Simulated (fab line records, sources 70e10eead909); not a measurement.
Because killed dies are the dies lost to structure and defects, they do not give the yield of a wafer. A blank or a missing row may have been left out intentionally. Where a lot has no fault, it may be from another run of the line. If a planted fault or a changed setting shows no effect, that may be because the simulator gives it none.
What tool caused it? || flow nand-harc || 13 lots, 39 wafers sampled, at 5 steps of a route of 1159

== WHAT THE GAUGES READ, wafer by wafer ==
NHARC_END_SORT_01.
{"lot": "L404", "measured": "day 19 19:25", "on": "prober-01", "killed-at-array": "23 24 19", "killed-at-other": "1 2 1", "killed-at-periphery": "4 4 6", "killed-dies": "28 30 26", "killed-open": "3 4 0", "killed-short": "1 4 1"}
{"lot": "L406", "measured": "day 20 03:09", "on": "prober-02", "killed-at-array": "12 16 26", "killed-at-other": "0 0 0", "killed-at-periphery": "1 4 3", "killed-dies": "13 20 29", "killed-open": "1 4 4", "killed-short": "0 1 6"}
{"lot": "L405", "measured": "day 20 03:12", "on": "prober-01", "killed-at-array": "22 19 21", "killed-at-other": "0 0 1", "killed-at-periphery": "6 3 1", "killed-dies": "28 22 23", "killed-open": "3 0 1", "killed-short": "3 1 1"}
{"lot": "L407", "measured": "day 20 11:52", "on": "prober-02", "killed-at-array": "13 9 11", "killed-at-other": "2 1 0", "killed-at-periphery": "0 1 2", "killed-dies": "15 11 13", "killed-open": "3 1 1", "killed-short": "3 0 2"}
{"lot": "L409", "measured": "day 20 19:28", "on": "prober-01", "killed-at-array": "16 20 15", "killed-at-other": "2 0 1", "killed-at-periphery": "3 1 4", "killed-dies": "21 21 20", "killed-open": "7 2 5", "killed-short": "1 1 0"}
{"lot": "L411", "measured": "day 21 07:41", "on": "prober-02", "killed-at-array": "16 23 28", "killed-at-other": "1 1 1", "killed-at-periphery": "4 1 1", "killed-dies": "21 25 30", "killed-open": "1 1 4", "killed-short": "0 2 1"}
{"lot": "L412", "measured": "day 21 20:15", "on": "prober-02", "killed-at-array": "674 674 676", "killed-at-other": "1 2 1", "killed-at-periphery": "2 1 0", "killed-dies": "677 677 677", "killed-open": "2 2 1", "killed-short": "6 6 0"}
{"lot": "L413", "measured": "day 22 02:26", "on": "prober-02", "killed-at-array": "674 675 675", "killed-at-other": "1 1 0", "killed-at-periphery": "2 1 2", "killed-dies": "677 677 677", "killed-open": "5 1 3", "killed-short": "1 1 0"}
{"lot": "L414", "measured": "day 21 22:43", "on": "prober-01", "killed-at-array": "674 672 672", "killed-at-other": "0 1 1", "killed-at-periphery": "3 4 4", "killed-dies": "677 677 677", "killed-open": "3 1 5", "killed-short": "3 2 3"}
{"lot": "L423", "measured": "day 25 01:49", "on": "prober-02", "killed-at-array": "44 41 54", "killed-at-other": "1 0 0", "killed-at-periphery": "3 7 5", "killed-dies": "48 48 59", "killed-open": "2 7 1", "killed-short": "1 0 1"}
{"lot": "L424", "measured": "day 25 10:22", "on": "prober-02", "killed-at-array": "43 42 39", "killed-at-other": "0 0 0", "killed-at-periphery": "9 7 3", "killed-dies": "52 49 42", "killed-open": "2 8 8", "killed-short": "1 2 1"}
{"lot": "L422", "measured": "day 25 10:31", "on": "prober-01", "killed-at-array": "24 30 30", "killed-at-other": "0 0 0", "killed-at-periphery": "2 1 6", "killed-dies": "26 31 36", "killed-open": "1 5 9", "killed-short": "4 1 0"}
{"lot": "L426", "measured": "day 25 18:10", "on": "prober-02", "killed-at-array": "32 36 30", "killed-at-other": "0 1 0", "killed-at-periphery": "2 1 2", "killed-dies": "34 38 32", "killed-open": "1 2 1", "killed-short": "1 2 1"}

== EACH LOT AND THE TOOL THAT RAN IT (in order: tool; ch and the chambers of the sampled wafers; start) ==
{"lot": "L404", "NHARC_A_CONTACT_ETCH_114": "har-cap-etch-01 ch 0,1, day 16 22:55", "NHARC_A_CONTACT_ETCH_116": "har-cap-etch-01 ch 0,1, day 16 23:10", "NHARC_A_CONTACT_ETCH_117": "har-cap-etch-01 ch 0,1, day 16 23:17", "NHARC_A_CONTACT_ETCH_122": "har-cap-etch-01 ch 0,1, day 16 23:53"}
{"lot": "L406", "NHARC_A_CONTACT_ETCH_114": "har-cap-etch-02 ch 0,1, day 16 23:01", "NHARC_A_CONTACT_ETCH_116": "har-cap-etch-02 ch 0,1, day 16 23:13", "NHARC_A_CONTACT_ETCH_117": "har-cap-etch-02 ch 0,1, day 16 23:18", "NHARC_A_CONTACT_ETCH_122": "har-cap-etch-02 ch 0,1, day 16 23:45"}
{"lot": "L405", "NHARC_A_CONTACT_ETCH_114": "har-cap-etch-02 ch 0, day 17 02:35", "NHARC_A_CONTACT_ETCH_116": "har-cap-etch-02 ch 0, day 17 02:46", "NHARC_A_CONTACT_ETCH_117": "har-cap-etch-02 ch 0, day 17 02:52", "NHARC_A_CONTACT_ETCH_122": "har-cap-etch-02 ch 0, day 17 03:19"}
{"lot": "L407", "NHARC_A_CONTACT_ETCH_114": "har-cap-etch-01 ch 0,1, day 17 08:56", "NHARC_A_CONTACT_ETCH_116": "har-cap-etch-01 ch 0,1, day 17 09:07", "NHARC_A_CONTACT_ETCH_117": "har-cap-etch-01 ch 0,1, day 17 09:13", "NHARC_A_CONTACT_ETCH_122": "har-cap-etch-01 ch 0,1, day 17 09:40"}
{"lot": "L409", "NHARC_A_CONTACT_ETCH_114": "har-cap-etch-01 ch 0,1, day 17 13:11", "NHARC_A_CONTACT_ETCH_116": "har-cap-etch-01 ch 0,1, day 17 13:22", "NHARC_A_CONTACT_ETCH_117": "har-cap-etch-01 ch 0,1, day 17 13:27", "NHARC_A_CONTACT_ETCH_122": "har-cap-etch-01 ch 0,1, day 17 13:55"}
{"lot": "L411", "NHARC_A_CONTACT_ETCH_114": "har-cap-etch-01 ch 0,1, day 18 14:47", "NHARC_A_CONTACT_ETCH_116": "har-cap-etch-01 ch 0,1, day 18 14:58", "NHARC_A_CONTACT_ETCH_117": "har-cap-etch-01 ch 0,1, day 18 15:04", "NHARC_A_CONTACT_ETCH_122": "har-cap-etch-01 ch 0,1, day 18 15:31"}
{"lot": "L412", "NHARC_A_CONTACT_ETCH_114": "har-cap-etch-02 ch 0,1, day 18 19:37", "NHARC_A_CONTACT_ETCH_116": "har-cap-etch-02 ch 0,1, day 18 19:47", "NHARC_A_CONTACT_ETCH_117": "har-cap-etch-02 ch 0,1, day 18 19:53", "NHARC_A_CONTACT_ETCH_122": "har-cap-etch-02 ch 0,1, day 18 20:20"}
{"lot": "L413", "NHARC_A_CONTACT_ETCH_114": "har-cap-etch-01 ch 0,1, day 18 20:04", "NHARC_A_CONTACT_ETCH_116": "har-cap-etch-01 ch 0,1, day 18 20:15", "NHARC_A_CONTACT_ETCH_117": "har-cap-etch-01 ch 0,1, day 18 20:20", "NHARC_A_CONTACT_ETCH_122": "har-cap-etch-01 ch 0,1, day 18 20:47"}
{"lot": "L414", "NHARC_A_CONTACT_ETCH_114": "har-cap-etch-03 ch 0,1, day 19 03:06", "NHARC_A_CONTACT_ETCH_116": "har-cap-etch-03 ch 0,1, day 19 03:17", "NHARC_A_CONTACT_ETCH_117": "har-cap-etch-03 ch 0,1, day 19 03:22", "NHARC_A_CONTACT_ETCH_122": "har-cap-etch-03 ch 0,1, day 19 03:49"}
{"lot": "L423", "NHARC_A_CONTACT_ETCH_114": "har-cap-etch-03 ch 0,1, day 21 20:35", "NHARC_A_CONTACT_ETCH_116": "har-cap-etch-03 ch 0,1, day 21 20:46", "NHARC_A_CONTACT_ETCH_117": "har-cap-etch-03 ch 0,1, day 21 20:51", "NHARC_A_CONTACT_ETCH_122": "har-cap-etch-03 ch 0,1, day 21 21:19"}
{"lot": "L424", "NHARC_A_CONTACT_ETCH_114": "har-cap-etch-01 ch 1, day 21 23:04", "NHARC_A_CONTACT_ETCH_116": "har-cap-etch-01 ch 1, day 21 23:16", "NHARC_A_CONTACT_ETCH_117": "har-cap-etch-01 ch 1, day 21 23:21", "NHARC_A_CONTACT_ETCH_122": "har-cap-etch-01 ch 1, day 21 23:48"}
{"lot": "L422", "NHARC_A_CONTACT_ETCH_114": "har-cap-etch-01 ch 0,1, day 22 04:51", "NHARC_A_CONTACT_ETCH_116": "har-cap-etch-01 ch 0,1, day 22 05:02", "NHARC_A_CONTACT_ETCH_117": "har-cap-etch-01 ch 0,1, day 22 05:07", "NHARC_A_CONTACT_ETCH_122": "har-cap-etch-01 ch 0,1, day 22 05:35"}
{"lot": "L426", "NHARC_A_CONTACT_ETCH_114": "har-cap-etch-01 ch 0,1, day 22 07:10", "NHARC_A_CONTACT_ETCH_116": "har-cap-etch-01 ch 0,1, day 22 07:21", "NHARC_A_CONTACT_ETCH_117": "har-cap-etch-01 ch 0,1, day 22 07:26", "NHARC_A_CONTACT_ETCH_122": "har-cap-etch-01 ch 0,1, day 22 07:54"}
- NHARC_A_CONTACT_ETCH_114: etches the open film in C4F8/O2/Ar, time 94 s, target depth 922 nm.
- NHARC_A_CONTACT_ETCH_116: etches the open film in C4F8/O2/Ar, time 94 s, target depth 922 nm.
- NHARC_A_CONTACT_ETCH_117: etches the open film in C4F8/O2/Ar, time 94 s, target depth 922 nm.
- NHARC_A_CONTACT_ETCH_122: etches the open film in C4F8/O2/Ar, time 95 s, target depth 930 nm.

== WHAT THE TOOLS THEMSELVES READ (means of the sampled wafers that have a number; where no wafer has one, the mark that the record gives instead) ==
NHARC_A_CONTACT_ETCH_114.
{"lot": "L404", "tool": "har-cap-etch-01", "chamber-pressure-mTorr (mTorr)": 20.006, "oes-air-line-au (a.u.)": 0.999}
{"lot": "L406", "tool": "har-cap-etch-02", "chamber-pressure-mTorr (mTorr)": 19.999, "oes-air-line-au (a.u.)": 0.990}
{"lot": "L405", "tool": "har-cap-etch-02", "chamber-pressure-mTorr (mTorr)": 20.004, "oes-air-line-au (a.u.)": 0.997}
{"lot": "L407", "tool": "har-cap-etch-01", "chamber-pressure-mTorr (mTorr)": 19.976, "oes-air-line-au (a.u.)": 0.994}
{"lot": "L409", "tool": "har-cap-etch-01", "chamber-pressure-mTorr (mTorr)": 19.998, "oes-air-line-au (a.u.)": 1.000}
{"lot": "L411", "tool": "har-cap-etch-01", "chamber-pressure-mTorr (mTorr)": 19.998, "oes-air-line-au (a.u.)": 1.014}
{"lot": "L412", "tool": "har-cap-etch-02", "chamber-pressure-mTorr (mTorr)": 19.990, "oes-air-line-au (a.u.)": 1.010}
{"lot": "L413", "tool": "har-cap-etch-01", "chamber-pressure-mTorr (mTorr)": 19.990, "oes-air-line-au (a.u.)": 1.000}
{"lot": "L414", "tool": "har-cap-etch-03", "chamber-pressure-mTorr (mTorr)": 19.990, "oes-air-line-au (a.u.)": 0.996}
{"lot": "L423", "tool": "har-cap-etch-03", "chamber-pressure-mTorr (mTorr)": 19.978, "oes-air-line-au (a.u.)": 1.000}
{"lot": "L424", "tool": "har-cap-etch-01", "chamber-pressure-mTorr (mTorr)": 20.007, "oes-air-line-au (a.u.)": 1.008}
{"lot": "L422", "tool": "har-cap-etch-01", "chamber-pressure-mTorr (mTorr)": 20.012, "oes-air-line-au (a.u.)": 0.990}
{"lot": "L426", "tool": "har-cap-etch-01", "chamber-pressure-mTorr (mTorr)": 19.992, "oes-air-line-au (a.u.)": 0.985}

NHARC_A_CONTACT_ETCH_116.
{"lot": "L404", "tool": "har-cap-etch-01", "chamber-pressure-mTorr (mTorr)": 20.003, "oes-air-line-au (a.u.)": 0.991}
{"lot": "L406", "tool": "har-cap-etch-02", "chamber-pressure-mTorr (mTorr)": 20.011, "oes-air-line-au (a.u.)": 0.993}
{"lot": "L405", "tool": "har-cap-etch-02", "chamber-pressure-mTorr (mTorr)": 19.995, "oes-air-line-au (a.u.)": 1.010}
{"lot": "L407", "tool": "har-cap-etch-01", "chamber-pressure-mTorr (mTorr)": 20.002, "oes-air-line-au (a.u.)": 0.984}
{"lot": "L409", "tool": "har-cap-etch-01", "chamber-pressure-mTorr (mTorr)": 19.995, "oes-air-line-au (a.u.)": 0.993}
{"lot": "L411", "tool": "har-cap-etch-01", "chamber-pressure-mTorr (mTorr)": 19.981, "oes-air-line-au (a.u.)": 1.006}
{"lot": "L412", "tool": "har-cap-etch-02", "chamber-pressure-mTorr (mTorr)": 19.997, "oes-air-line-au (a.u.)": 1.000}
{"lot": "L413", "tool": "har-cap-etch-01", "chamber-pressure-mTorr (mTorr)": 19.995, "oes-air-line-au (a.u.)": 0.993}
{"lot": "L414", "tool": "har-cap-etch-03", "chamber-pressure-mTorr (mTorr)": 19.994, "oes-air-line-au (a.u.)": 0.998}
{"lot": "L423", "tool": "har-cap-etch-03", "chamber-pressure-mTorr (mTorr)": 19.991, "oes-air-line-au (a.u.)": 0.989}
{"lot": "L424", "tool": "har-cap-etch-01", "chamber-pressure-mTorr (mTorr)": 19.995, "oes-air-line-au (a.u.)": 1.004}
{"lot": "L422", "tool": "har-cap-etch-01", "chamber-pressure-mTorr (mTorr)": 20.007, "oes-air-line-au (a.u.)": 0.994}
{"lot": "L426", "tool": "har-cap-etch-01", "chamber-pressure-mTorr (mTorr)": 20.019, "oes-air-line-au (a.u.)": 0.989}

NHARC_A_CONTACT_ETCH_117.
{"lot": "L404", "tool": "har-cap-etch-01", "chamber-pressure-mTorr (mTorr)": 20.004, "oes-air-line-au (a.u.)": 1.007}
{"lot": "L406", "tool": "har-cap-etch-02", "chamber-pressure-mTorr (mTorr)": 19.992, "oes-air-line-au (a.u.)": 0.993}
{"lot": "L405", "tool": "har-cap-etch-02", "chamber-pressure-mTorr (mTorr)": 19.994, "oes-air-line-au (a.u.)": 0.965}
{"lot": "L407", "tool": "har-cap-etch-01", "chamber-pressure-mTorr (mTorr)": 19.997, "oes-air-line-au (a.u.)": 0.997}
{"lot": "L409", "tool": "har-cap-etch-01", "chamber-pressure-mTorr (mTorr)": 20.019, "oes-air-line-au (a.u.)": 0.997}
{"lot": "L411", "tool": "har-cap-etch-01", "chamber-pressure-mTorr (mTorr)": 20.004, "oes-air-line-au (a.u.)": 0.983}
{"lot": "L412", "tool": "har-cap-etch-02", "chamber-pressure-mTorr (mTorr)": 20.004, "oes-air-line-au (a.u.)": 0.982}
{"lot": "L413", "tool": "har-cap-etch-01", "chamber-pressure-mTorr (mTorr)": 19.999, "oes-air-line-au (a.u.)": 1.024}
{"lot": "L414", "tool": "har-cap-etch-03", "chamber-pressure-mTorr (mTorr)": 20.003, "oes-air-line-au (a.u.)": 1.008}
{"lot": "L423", "tool": "har-cap-etch-03", "chamber-pressure-mTorr (mTorr)": 19.985, "oes-air-line-au (a.u.)": 0.987}
{"lot": "L424", "tool": "har-cap-etch-01", "chamber-pressure-mTorr (mTorr)": 20.015, "oes-air-line-au (a.u.)": 0.982}
{"lot": "L422", "tool": "har-cap-etch-01", "chamber-pressure-mTorr (mTorr)": 19.991, "oes-air-line-au (a.u.)": 0.999}
{"lot": "L426", "tool": "har-cap-etch-01", "chamber-pressure-mTorr (mTorr)": 20.021, "oes-air-line-au (a.u.)": 1.016}

NHARC_A_CONTACT_ETCH_122.
{"lot": "L404", "tool": "har-cap-etch-01", "chamber-pressure-mTorr (mTorr)": 20.001, "oes-air-line-au (a.u.)": 1.012}
{"lot": "L406", "tool": "har-cap-etch-02", "chamber-pressure-mTorr (mTorr)": 20.002, "oes-air-line-au (a.u.)": 0.998}
{"lot": "L405", "tool": "har-cap-etch-02", "chamber-pressure-mTorr (mTorr)": 20.010, "oes-air-line-au (a.u.)": 1.002}
{"lot": "L407", "tool": "har-cap-etch-01", "chamber-pressure-mTorr (mTorr)": 20.009, "oes-air-line-au (a.u.)": 0.996}
{"lot": "L409", "tool": "har-cap-etch-01", "chamber-pressure-mTorr (mTorr)": 20.019, "oes-air-line-au (a.u.)": 1.023}
{"lot": "L411", "tool": "har-cap-etch-01", "chamber-pressure-mTorr (mTorr)": 20.014, "oes-air-line-au (a.u.)": 0.996}
{"lot": "L412", "tool": "har-cap-etch-02", "chamber-pressure-mTorr (mTorr)": "-", "oes-air-line-au (a.u.)": "-"}
{"lot": "L413", "tool": "har-cap-etch-01", "chamber-pressure-mTorr (mTorr)": "-", "oes-air-line-au (a.u.)": "-"}
{"lot": "L414", "tool": "har-cap-etch-03", "chamber-pressure-mTorr (mTorr)": "-", "oes-air-line-au (a.u.)": "-"}
{"lot": "L423", "tool": "har-cap-etch-03", "chamber-pressure-mTorr (mTorr)": 20.005, "oes-air-line-au (a.u.)": 1.020}
{"lot": "L424", "tool": "har-cap-etch-01", "chamber-pressure-mTorr (mTorr)": 19.991, "oes-air-line-au (a.u.)": 1.015}
{"lot": "L422", "tool": "har-cap-etch-01", "chamber-pressure-mTorr (mTorr)": 19.989, "oes-air-line-au (a.u.)": 0.977}
{"lot": "L426", "tool": "har-cap-etch-01", "chamber-pressure-mTorr (mTorr)": 20.006, "oes-air-line-au (a.u.)": 0.960}

== THE ANSWER, worked out from the rows above alone ==
Rule: the lots themselves supply what counts as usual. Put in order of their means at a reading, lots are off if they are a third of the lots or fewer, leave a main group of 4 or more, and stand apart from it by a gap of 3 or more times the standard deviation of the main group's means; of several such gaps the widest counts. A main group is skipped when, at the precision printed for the reading in the tables above, its means are all equal. Also off: a lot with no number at a reading for which 4 or more lots have one. The other lots that the step has rows for count as sound. Order of review: gauges by route order, followed by the tools' own readings, for which a lot's mean as printed above is used. At the first step where some lot is off, the reading lying furthest off is the one used; lots without a number count as furthest.
Off, at NHARC_END_SORT_01 on killed-at-array: L412, L413, L414. For the main group the mean is 26 and the standard deviation 11.
If a tool, at a process step before that reading, ran all the lots that are off and no sound lot after the first of them, it fits. Not tried: the gauges at NHARC_END_SORT_01; whatever is off there is also off at NHARC_A_CONTACT_ETCH_122, on other tools, and gauge error can't account for it. Not one of the candidates tried fits.

== WHAT WAS PUT IN BY THE SIMULATOR ==
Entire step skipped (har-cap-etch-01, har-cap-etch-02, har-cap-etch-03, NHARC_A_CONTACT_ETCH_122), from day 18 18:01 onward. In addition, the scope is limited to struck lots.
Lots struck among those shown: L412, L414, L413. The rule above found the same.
